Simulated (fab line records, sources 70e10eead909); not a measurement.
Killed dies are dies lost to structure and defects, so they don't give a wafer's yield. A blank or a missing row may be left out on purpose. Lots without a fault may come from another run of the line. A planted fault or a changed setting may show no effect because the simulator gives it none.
A struck lot beside a sound one | flow nand_harc | 37 steps out of a route of 1302
Sound: wafers L349.4, L349.5, L349.6. Struck: wafers L354.1, L354.2, L354.4. The cause comes at the end.
At each step with rows: each side's tool, then ch and its chambers, then its first start. Under that, the readings that differ: sound wafers | struck wafers | difference of the means | sigmas: that difference in standard deviations of wafers without a fault.
alike: readings whose means differ by less than 2 such deviations, and words and numbers that are the same on both sides. not compared: withheld readings, readings that some wafer has no value for, bounds like >300 that may hide the same value, and numbers for which the record gives no deviation and whose values overlap.
The two part at a step that has a row with sigmas, a row that says differs or no value, or rows on one side only. Numbers that don't overlap but have no deviation are shown without sigmas and don't part them. A reading that every wafer of one side lacks parts them only if that side has two wafers or more.

first, 11 steps without rows for these wafers: NHARC_A_STAIRCASE_STRIP_316 (strips in O2); NHARC_A_STAIRCASE_STRIP_317 (strips in SPM, time 900 s); NHARC_A_STAIRCASE_PRECLEAN_318 (cleans in SC1); NHARC_A_STAIRCASE_SRD_329; NHARC_A_STAIRCASE_ALD_415 (deposits SiO2, target thk 30 nm, pulse time 6 s, ald cycles 300); NHARC_A_STAIRCASE_ETCHBACK_416 (etches the open film in C4F8/O2/Ar, target depth 36 nm, time 7.2 s); NHARC_A_STAIRCASE_STRIP_476 (strips in O2, time 20 s); NHARC_A_STAIRCASE_DEP_417 (deposits Si3N4, target thk 60 nm); NHARC_A_STAIRCASE_WET_418 (chemistry H3PO4, target depth 20 nm); NHARC_A_STAIRCASE_PRECLEAN_419 (cleans in SC1); NHARC_A_STAIRCASE_SRD_421.
NHARC_A_STAIRCASE_ALD_420: deposits SiO2, target thk 20 nm, pulse time 6 s, ald cycles 200.
  sound on ald_hk-02 ch 0,1,2, day 16 06:43; struck on ald_hk-02 ch 0,1,3, day 18 17:09
  alike: heater_power_outer_w, heater_power_w, precursor_pulse_height_rel
then, 3 steps without rows for these wafers: NHARC_A_STAIRCASE_CVD_552 (deposits SiNx, target thk 40 nm); NHARC_A_STAIRCASE_DEP_151 (deposits SiO2, target thk 7200 nm); NHARC_A_STAIRCASE_ANNEAL_320 (time 1800 s).
NHARC_A_STAIRCASE_DEP_322: deposits SiO2, target thk 7200 nm.
  sound on pecvd-03 ch 0,1,2, day 16 23:30; struck on pecvd-03 ch 0,1, day 19 08:13
  alike: heater_power_outer_w, heater_power_w
then, 12 steps without rows for these wafers: NHARC_A_STAIRCASE_ANNEAL_323 (time 1800 s); NHARC_A_STAIRCASE_DEP_325 (deposits SiO2, target thk 7200 nm); NHARC_A_STAIRCASE_ANNEAL_326 (time 1800 s); NHARC_A_STAIRCASE_DEHYDRATE_433 (time 120 s); NHARC_A_STAIRCASE_HMDS_434 (time 30 s); NHARC_A_STAIRCASE_COAT_435; NHARC_A_STAIRCASE_SOFTBAKE_436 (time 170 s); NHARC_A_STAIRCASE_EBR_437; NHARC_A_STAIRCASE_EXPOSE_438 (exposes mask STAIR REV); NHARC_A_STAIRCASE_PEB_439 (peb time 130 s); NHARC_A_STAIRCASE_DEVELOP_440 (time 140 s); NHARC_A_STAIRCASE_HARDBAKE_442 (time 140 s).
NHARC_A_STAIRCASE_DESCUM_443: chemistry O2, time 3 s.
  sound on rie_diel-03 ch 1,2,3, day 17 23:16; struck on rie_diel-03 ch 0,1,3, day 20 01:41
  alike: drypump_motor_current_A, mfc_ar_sccm, oes_product_au, rf_vpp_V, showerhead_plenum_p_Torr, throttle_valve_pct
  not compared: rf_hours_counter_h
NHARC_A_STAIRCASE_ETCH_444: etches the open film in C4F8/O2, target depth 20400 nm, time 6800 s.
  sound on rie_diel-03 ch 1,2, day 18 00:02; struck on rie_diel-03 ch 1,2,3, day 20 01:47
  reading               | sound             | struck            | difference | sigmas
  oes_product_au (a.u.) | 0.920 0.924 0.933 | 0.984 0.967 0.969 | +0.048     | +2
  alike: rf_vpp_V
  not compared: rf_hours_counter_h
NHARC_A_STAIRCASE_STRIP_446: strips in O2.
  sound on plasma_asher-01 ch 0,1, day 18 04:07; struck on plasma_asher-02 ch 0,1, day 20 06:10
  alike: drypump_motor_current_A, heater_power_w
  not compared: rf_hours_counter_h
then, 3 steps without rows for these wafers: NHARC_A_STAIRCASE_STRIP_447 (strips in SPM, time 900 s); NHARC_A_STAIRCASE_PRECLEAN_448 (cleans in SC1); NHARC_A_STAIRCASE_SRD_449.
NHARC_A_STAIRCASE_CMP_450: polishes SiO2, target thk 200 nm.
  sound on cmp-01 ch 1,2,3, day 18 04:49; struck on cmp-03 ch 0,2,3, day 20 06:59
  alike: motor_current_A, retaining_ring_pressure_frac
  not compared: pad_life_wafers
then, 1 step without rows for these wafers: NHARC_A_STAIRCASE_CMP_152 (polishes).
-- the record jumps here: 5 days lie between the struck wafers' starts before and after (it left off in module A_STAIRCASE and takes up again in module END, whose first step shown is number 1302 of the route) --
NHARC_END_SORT_01:
  the record has rows for the struck wafers here (prober-02 ch 0, day 25 08:29) and none for the sound ones

WHERE THEY PART
First at NHARC_A_STAIRCASE_ETCH_444; last, within this record, at NHARC_END_SORT_01.

WHY: what the simulator had put in
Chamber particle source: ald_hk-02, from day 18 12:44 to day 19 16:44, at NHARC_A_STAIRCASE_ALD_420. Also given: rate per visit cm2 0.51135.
